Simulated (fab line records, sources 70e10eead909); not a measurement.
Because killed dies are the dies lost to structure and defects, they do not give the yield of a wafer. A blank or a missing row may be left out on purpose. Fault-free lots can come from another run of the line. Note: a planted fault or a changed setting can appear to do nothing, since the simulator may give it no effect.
What tool caused it? -- flow nandHarc -- 24 lots with 72 wafers sampled at 5 steps, on a route of 1159 steps

WHAT THE GAUGES SHOWED, per wafer
NHARC_A_SGD_CUT_INSPECT_25. Usual: rawDefectCount reads 305 (standard deviation 89).
lot,measured,on,rawDefectCount,flag
L074,day 14 00:16,defectInspect-01,164 234 263,
L077,day 14 14:17,defectInspect-02,213 274 247,
L075,day 14 14:26,defectInspect-01,266 297 450,
L076,day 14 14:19,defectInspect-02,227 231 193,
L078,day 14 14:26,defectInspect-02,343 347 261,
L079,day 15 04:00,defectInspect-02,313 322 334,
L080,day 15 04:01,defectInspect-01,195 214 258,
L082,day 15 19:47,defectInspect-01,363 429 443,
L081,day 15 19:38,defectInspect-02,265 226 326,
L084,day 16 11:07,defectInspect-01,258 348 372,
L083,day 16 11:07,defectInspect-02,229 247 314,
L087,day 17 07:47,defectInspect-01,235 241 319,
L086,day 17 07:45,defectInspect-01,358 597 499,
L088,day 17 18:32,defectInspect-01,365 287 331,
L085,day 17 18:25,defectInspect-02,219 282 374,
L089,day 17 18:23,defectInspect-02,437 362 321,
L090,day 18 03:11,defectInspect-02,145 210 241,
L091,day 18 03:11,defectInspect-02,297 534 326,
L092,day 18 03:14,defectInspect-02,207 231 229,
L093,day 18 15:50,defectInspect-01,255 391 320,
L094,day 19 04:59,defectInspect-01,168 308 314,
L095,day 19 04:58,defectInspect-02,227 259 258,
L097,day 19 17:56,defectInspect-01,254 296 236,
L096,day 20 02:03,defectInspect-01,301 623 432,

NHARC_A_CONTACT_CD_MEAS_42: target cd 200 nm. Usual: cdNm reads 200.0 nm (standard deviation 0.42).
lot,measured,on,cdNm (nm),flag
L074,day 16 03:41,cdSem-02,199.7 200.6 200.0,
L077,day 16 12:38,cdSem-03,199.2 199.7 200.3,
L075,day 16 19:01,cdSem-03,199.9 200.6 199.8,
L076,day 16 12:47,cdSem-03,200.2 200.3 200.8,
L078,day 16 19:13,cdSem-02,199.5 200.5 199.8,
L079,day 17 03:38,cdSem-03,200.8 199.8 200.0,
L080,day 17 06:49,cdSem-02,199.7 200.0 199.6,
L082,day 18 04:35,cdSem-03,200.0 200.4 200.0,
L081,day 17 20:41,cdSem-01,200.6 199.4 199.4,
L084,day 18 14:05,cdSem-02,200.1 200.1 200.0,
L083,day 18 11:20,cdSem-03,200.1 199.9 200.2,
L087,day 19 11:13,cdSem-02,199.6 199.2 199.8,
L086,day 19 09:25,cdSem-01,200.0 200.1 199.5,
L088,day 20 00:52,cdSem-01,199.2 199.2 199.6,
L085,day 19 18:37,cdSem-02,200.3 199.8 200.5,
L089,day 19 18:47,cdSem-01,199.5 200.4 199.9,
L090,day 20 01:55,cdSem-01,199.1 199.2 199.9,
L091,day 20 10:36,cdSem-01,199.9 200.0 200.6,
L092,day 20 06:33,cdSem-03,200.0 200.1 200.3,
L093,day 20 18:59,cdSem-03,200.5 200.4 201.0,
L094,day 21 20:35,cdSem-02,199.6 199.9 200.0,
L095,day 21 16:17,cdSem-03,199.0 199.9 199.3,
L097,day 22 01:38,cdSem-01,200.1 200.3 200.6,
L096,day 22 07:40,cdSem-03,200.0 199.9 199.9,

TOOL THAT RAN EACH LOT (tool first, then ch and the chambers of the sampled wafers, then the start)
lot,NHARC_A_STAIRCASE_DEP_301,NHARC_A_STAIRCASE_STRIP_475,NHARC_A_SGD_CUT_ETCHBACK_24
L074,"pecvd-01 ch 0,1, day 11 16:38","rieDiel-01 ch 0,1,3, day 14 00:01 or earlier","rieDiel-06 ch 0,3, day 14 00:01"
L077,"pecvd-01 ch 1,2, day 12 05:04","rieDiel-04 ch 0,1, day 14 14:03 or earlier","rieDiel-12 ch 0,3, day 14 14:03"
L075,"pecvd-02 ch 1,2, day 12 10:30","rieDiel-08 ch 0,1, day 14 14:11 or earlier","rieDiel-06 ch 1,2,3, day 14 14:11"
L076,"pecvd-02 ch 0,1, day 12 12:03","rieDiel-04 ch 2,3, day 14 14:04 or earlier","rieDiel-09 ch 0,1,3, day 14 14:04"
L078,"pecvd-01 ch 1,2, day 12 13:23","rieDiel-08 ch 1,2, day 14 14:13 or earlier","rieDiel-12 ch 2,3, day 14 14:13"
L079,"pecvd-01 ch 1,2, day 12 21:40","rieDiel-08 ch 1,2,3, day 15 03:47 or earlier","rieDiel-09 ch 0,2,3, day 15 03:47"
L080,"pecvd-01 ch 0,1,2, day 12 22:51","rieDiel-04 ch 0,1,2, day 15 03:46 or earlier","rieDiel-06 ch 0,1,3, day 15 03:46"
L082,"pecvd-02 ch 0,1,2, day 13 12:04","rieDiel-08 ch 0,2,3, day 15 12:01","rieDiel-06 ch 0,2, day 15 19:32"
L081,"pecvd-01 ch 0,2, day 13 16:41","rieDiel-01 ch 1,2, day 15 19:24 or earlier","rieDiel-12 ch 0,2, day 15 19:24"
L084,"pecvd-01 ch 0,1, day 13 23:36","rieDiel-01 ch 0,3, day 16 10:52 or earlier","rieDiel-12 ch 0,1, day 16 10:52"
L083,"pecvd-04 ch 0,1, day 14 03:31","rieDiel-08 ch 1,3, day 16 10:53 or earlier","rieDiel-06 ch 2,3, day 16 10:53"
L087,"pecvd-04 ch 1,2, day 15 02:01","rieDiel-01 ch 0,3, day 17 07:32 or earlier","rieDiel-06 ch 1,2, day 17 07:32"
L086,"pecvd-01 ch 1,2, day 15 04:05","rieDiel-04 ch 0,2,3, day 17 07:31 or earlier","rieDiel-12 ch 0,2,3, day 17 07:31"
L088,"pecvd-04 ch 1,2, day 15 05:04","rieDiel-08 ch 0,1, day 17 18:18 or earlier","rieDiel-12 ch 2,3, day 17 18:18"
L085,"pecvd-01 ch 0,1,2, day 15 05:45","rieDiel-08 ch 0,1,2, day 17 18:08 or earlier","rieDiel-09 ch 2,3, day 17 18:08"
L089,"pecvd-04 ch 0,2, day 15 09:16","rieDiel-08 ch 1,2,3, day 17 18:08 or earlier","rieDiel-06 ch 0,2, day 17 18:08"
L090,"pecvd-01 ch 0,1,2, day 15 17:35","rieDiel-04 ch 0,1,3, day 18 02:57 or earlier","rieDiel-12 ch 0,1,2, day 18 02:57"
L091,"pecvd-02 ch 0,1, day 15 22:31","rieDiel-01 ch 0,1,3, day 18 02:57 or earlier","rieDiel-09 ch 0,1,2, day 18 02:57"
L092,"pecvd-04 ch 0,2, day 15 22:48","rieDiel-04 ch 0,3, day 18 02:59 or earlier","rieDiel-06 ch 0,1,2, day 18 02:59"
L093,"pecvd-04 ch 0,1, day 16 10:50","rieDiel-01 ch 0,2,3, day 18 15:35 or earlier","rieDiel-09 ch 0,1,2, day 18 15:35"
L094,"pecvd-02 ch 0,1,2, day 16 18:35","rieDiel-08 ch 1,2, day 19 04:44 or earlier","rieDiel-06 ch 1,2, day 19 04:44"
L095,"pecvd-02 ch 0,2, day 16 19:56","rieDiel-01 ch 0,3, day 19 04:44 or earlier","rieDiel-12 ch 1,2, day 19 04:44"
L097,"pecvd-04 ch 0,1, day 17 09:08","rieDiel-08 ch 1,2, day 19 17:42 or earlier","rieDiel-12 ch 1,3, day 19 17:42"
L096,"pecvd-01 ch 1,2, day 17 17:26","rieDiel-01 ch 0,2,3, day 20 01:49 or earlier","rieDiel-09 ch 0,2, day 20 01:49"
- NHARC_A_STAIRCASE_DEP_301: deposits SiON, target thk 30 nm.
- NHARC_A_STAIRCASE_STRIP_475: strips in O2, time 20 s.
- NHARC_A_SGD_CUT_ETCHBACK_24: etches the open film in CH3F/O2, target depth 50 nm, time 92.857 s.

AS READ BY THE TOOLS THEMSELVES (means over the sampled wafers that have a number; for cases with no such wafer, the mark the record gives instead)
NHARC_A_STAIRCASE_DEP_301. Usual: heaterPowerOuterW 452 W, standard deviation 81; heaterPowerW 759 W, standard deviation 150.
lot,tool,heaterPowerOuterW (W),heaterPowerW (W),flag
L074,pecvd-01,511,881,
L077,pecvd-01,422,709,
L075,pecvd-02,496,857,
L076,pecvd-02,410,712,
L078,pecvd-01,471,763,
L079,pecvd-01,422,666,
L080,pecvd-01,471,797,
L082,pecvd-02,438,755,
L081,pecvd-01,412,669,
L084,pecvd-01,532,905,
L083,pecvd-04,464,766,
L087,pecvd-04,386,651,
L086,pecvd-01,367,601,
L088,pecvd-04,465,773,
L085,pecvd-01,474,794,
L089,pecvd-04,404,668,
L090,pecvd-01,470,784,
L091,pecvd-02,473,804,
L092,pecvd-04,390,653,
L093,pecvd-04,464,779,
L094,pecvd-02,454,769,
L095,pecvd-02,520,893,
L097,pecvd-04,526,865,
L096,pecvd-01,410,703,

NHARC_A_STAIRCASE_STRIP_475. Usual: drypumpMotorCurrentA 5.6 A, standard deviation 0.51; oesProductAu 1.000 a.u., standard deviation 0.0075; rfVppV 57.6 V, standard deviation 1; showerheadPlenumPTorr 3.50 Torr, standard deviation 0.16; throttleValvePct 17.036 %, standard deviation 0.0087.
lot,tool,drypumpMotorCurrentA (A),oesProductAu (a.u.),rfVppV (V),showerheadPlenumPTorr (Torr),throttleValvePct (%),flag
L074,rieDiel-01,5.5,0.994,58.0,3.56,17.033,
L077,rieDiel-04,5.3,1.002,57.1,3.53,17.034,
L075,rieDiel-08,6.2,1.004,58.1,3.38,17.037,
L076,rieDiel-04,5.8,0.997,58.4,3.46,17.035,
L078,rieDiel-08,5.6,1.006,57.8,3.65,17.044,
L079,rieDiel-08,5.7,1.008,57.7,3.49,17.039,
L080,rieDiel-04,5.4,1.006,57.6,3.53,17.037,
L082,rieDiel-08,5.5,1.007,57.1,3.45,17.037,
L081,rieDiel-01,5.0,1.000,57.9,3.49,17.035,
L084,rieDiel-01,5.4,0.995,58.1,3.67,17.036,
L083,rieDiel-08,6.1,0.999,57.2,3.37,17.036,
L087,rieDiel-01,5.6,0.994,58.9,3.65,17.035,
L086,rieDiel-04,6.0,0.992,57.5,3.48,17.033,
L088,rieDiel-08,6.2,1.010,57.5,3.36,17.033,
L085,rieDiel-08,5.8,1.005,57.6,3.48,17.028,
L089,rieDiel-08,5.7,1.003,57.0,3.48,17.037,
L090,rieDiel-04,5.9,1.006,57.7,3.47,17.029,
L091,rieDiel-01,5.5,0.998,58.1,3.54,17.042,
L092,rieDiel-04,6.2,1.005,57.7,3.51,17.029,
L093,rieDiel-01,5.3,0.994,58.3,3.62,17.032,
L094,rieDiel-08,5.6,1.000,57.8,3.63,17.036,
L095,rieDiel-01,5.6,0.995,58.3,3.64,17.034,
L097,rieDiel-08,5.6,1.000,58.4,3.63,17.033,
L096,rieDiel-01,5.3,0.991,57.8,3.61,17.032,

NHARC_A_SGD_CUT_ETCHBACK_24. Usual: drypumpMotorCurrentA 5.8 A, standard deviation 0.5; oesProductAu 0.97 a.u., standard deviation 0.035; rfVppV 244.2 V, standard deviation 1.5; showerheadPlenumPTorr 2.44 Torr, standard deviation 0.086; throttleValvePct 20.663 %, standard deviation 0.0093.
lot,tool,drypumpMotorCurrentA (A),oesProductAu (a.u.),rfVppV (V),showerheadPlenumPTorr (Torr),throttleValvePct (%),flag
L074,rieDiel-06,5.9,0.99,243.7,2.39,20.662,
L077,rieDiel-12,6.2,1.01,243.6,2.44,20.669,
L075,rieDiel-06,5.7,0.92,243.9,2.43,20.674,
L076,rieDiel-09,5.2,1.00,245.3,2.52,20.658,
L078,rieDiel-12,6.4,0.93,245.5,2.55,20.661,
L079,rieDiel-09,5.7,0.92,244.5,2.48,20.661,
L080,rieDiel-06,5.9,0.92,244.0,2.41,20.658,
L082,rieDiel-06,5.3,1.00,244.5,2.44,20.657,
L081,rieDiel-12,6.2,1.00,244.8,2.48,20.671,
L084,rieDiel-12,5.8,0.99,242.6,2.31,20.653,
L083,rieDiel-06,5.4,0.99,243.8,2.43,20.651,
L087,rieDiel-06,5.7,0.92,244.7,2.45,20.659,
L086,rieDiel-12,6.2,0.99,245.2,2.46,20.661,
L088,rieDiel-12,6.4,0.99,245.7,2.55,20.661,
L085,rieDiel-09,5.8,1.00,243.8,2.43,20.657,
L089,rieDiel-06,5.3,0.93,244.4,2.44,20.670,
L090,rieDiel-12,5.9,0.99,243.6,2.41,20.658,
L091,rieDiel-09,5.6,0.93,244.9,2.48,20.675,
L092,rieDiel-06,5.7,0.99,244.1,2.44,20.663,
L093,rieDiel-09,5.6,1.00,245.8,2.48,20.663,
L094,rieDiel-06,5.7,0.92,243.5,2.45,20.649,
L095,rieDiel-12,6.1,0.92,245.4,2.50,20.668,
L097,rieDiel-12,5.7,0.93,243.3,2.41,20.662,
L096,rieDiel-09,6.0,1.00,245.0,2.43,20.656,

THE ANSWER, worked out from the rows above alone
Rule: a lot counts as off when the mean over its wafers that have a number is more than 3 standard deviations away from the usual mean. Also off: a lot with no number at a reading for which 4 or more lots have one. The other lots that the step has rows for count as sound. After the gauges, taken in route order, come the tools' own readings; for these a lot's mean is taken, as printed above. At the first step where some lot is off, the reading lying furthest off is the one used; lots without a number count as furthest.
No lot is off on any of the readings shown, so nothing can be concluded from this.

WHAT HAD BEEN PUT IN BY THE SIMULATOR
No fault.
